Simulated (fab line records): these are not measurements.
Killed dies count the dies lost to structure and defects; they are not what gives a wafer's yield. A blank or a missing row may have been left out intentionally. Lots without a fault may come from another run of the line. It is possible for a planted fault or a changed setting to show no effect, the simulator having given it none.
Matching of chambers || flow nand-harc || NHARC_A_CHANNEL_FILL_D1_ALD_02 on ald-hk-01: 4 sister chambers
The step deposits SiO2, target thk 6 nm, pulse time 10 s, ald cycles 60. 16 wafers are shown with their chamber, then 8 later ones without.

WAFERS WITH THEIR CHAMBER
{"wafer": "L944.1", "chamber": 1, "heater-power-w (W)": 516, "precursor-pulse-height-rel": 1.026}
{"wafer": "L944.4", "chamber": 0, "heater-power-w (W)": 378, "precursor-pulse-height-rel": 0.993}
{"wafer": "L944.6", "chamber": 1, "heater-power-w (W)": 513, "precursor-pulse-height-rel": 0.982}
{"wafer": "L943.1", "chamber": 2, "heater-power-w (W)": 439, "precursor-pulse-height-rel": 1.004}
{"wafer": "L943.2", "chamber": 0, "heater-power-w (W)": 369, "precursor-pulse-height-rel": 0.973}
{"wafer": "L943.4", "chamber": 3, "heater-power-w (W)": 567, "precursor-pulse-height-rel": 1.029}
{"wafer": "L947.2", "chamber": 0, "heater-power-w (W)": 366, "precursor-pulse-height-rel": 0.981}
{"wafer": "L947.4", "chamber": 3, "heater-power-w (W)": 560, "precursor-pulse-height-rel": 0.993}
{"wafer": "L947.6", "chamber": 3, "heater-power-w (W)": 568, "precursor-pulse-height-rel": 0.969}
{"wafer": "L948.3", "chamber": 1, "heater-power-w (W)": 522, "precursor-pulse-height-rel": 1.006}
{"wafer": "L948.4", "chamber": 3, "heater-power-w (W)": 576, "precursor-pulse-height-rel": 0.989}
{"wafer": "L948.5", "chamber": 0, "heater-power-w (W)": 382, "precursor-pulse-height-rel": 1.008}
{"wafer": "L951.1", "chamber": 3, "heater-power-w (W)": 554, "precursor-pulse-height-rel": 0.989}
{"wafer": "L951.5", "chamber": 1, "heater-power-w (W)": 527, "precursor-pulse-height-rel": 0.992}
{"wafer": "L951.6", "chamber": 2, "heater-power-w (W)": 439, "precursor-pulse-height-rel": 1.021}
{"wafer": "L962.3", "chamber": 3, "heater-power-w (W)": 572, "precursor-pulse-height-rel": 1.003}

SIGNATURES, as means of the wafers listed above
{"reading": "heater-power-w", "chamber 0": 373.75, "chamber 1": 519.50, "chamber 2": 439.00, "chamber 3": 566.17, "scatter within a chamber": 7.11}
{"reading": "precursor-pulse-height-rel", "chamber 0": 0.98875, "chamber 1": 1.00150, "chamber 2": 1.01250, "chamber 3": 0.99533, "scatter within a chamber": 0.018}
Rule: for each reading, subtract the chamber's mean from the wafer's reading, divide by that reading's scatter and square the result; add these up over the readings and take the root, which gives the wafer's distance from the chamber. The wafer belongs to the nearest chamber; if the next one is less than 2 further off, it can't be placed. The scatter: take each reading less its chamber's mean, square it, sum over the shown wafers, divide by the number of wafers less the number of chambers, and take the root.

WAFERS MISSING THEIR CHAMBER
{"wafer": "L962.5", "heater-power-w (W)": 517, "precursor-pulse-height-rel": 0.989}
{"wafer": "L962.6", "heater-power-w (W)": 389, "precursor-pulse-height-rel": 1.060}
{"wafer": "L961.3", "heater-power-w (W)": 582, "precursor-pulse-height-rel": 1.001}
{"wafer": "L961.4", "heater-power-w (W)": 451, "precursor-pulse-height-rel": 1.033}
{"wafer": "L961.6", "heater-power-w (W)": 557, "precursor-pulse-height-rel": 1.004}
{"wafer": "L966.3", "heater-power-w (W)": 371, "precursor-pulse-height-rel": 0.998}
{"wafer": "L966.5", "heater-power-w (W)": 390, "precursor-pulse-height-rel": 1.023}
{"wafer": "L966.6", "heater-power-w (W)": 527, "precursor-pulse-height-rel": 1.012}

WHICH CHAMBER EACH ONE RAN IN
{"wafer": "L962.5", "from the rows above": 1, "in truth": 1}
{"wafer": "L962.6", "from the rows above": 0, "in truth": 0}
{"wafer": "L961.3", "from the rows above": 3, "in truth": 3}
{"wafer": "L961.4", "from the rows above": 2, "in truth": 2}
{"wafer": "L961.6", "from the rows above": 3, "in truth": 3}
{"wafer": "L966.3", "from the rows above": 0, "in truth": 0}
{"wafer": "L966.5", "from the rows above": 0, "in truth": 0}
{"wafer": "L966.6", "from the rows above": 1, "in truth": 1}
Correct placement for 8 of the 8. Left unplaced by these rows: 0. Placed wrongly: 0.
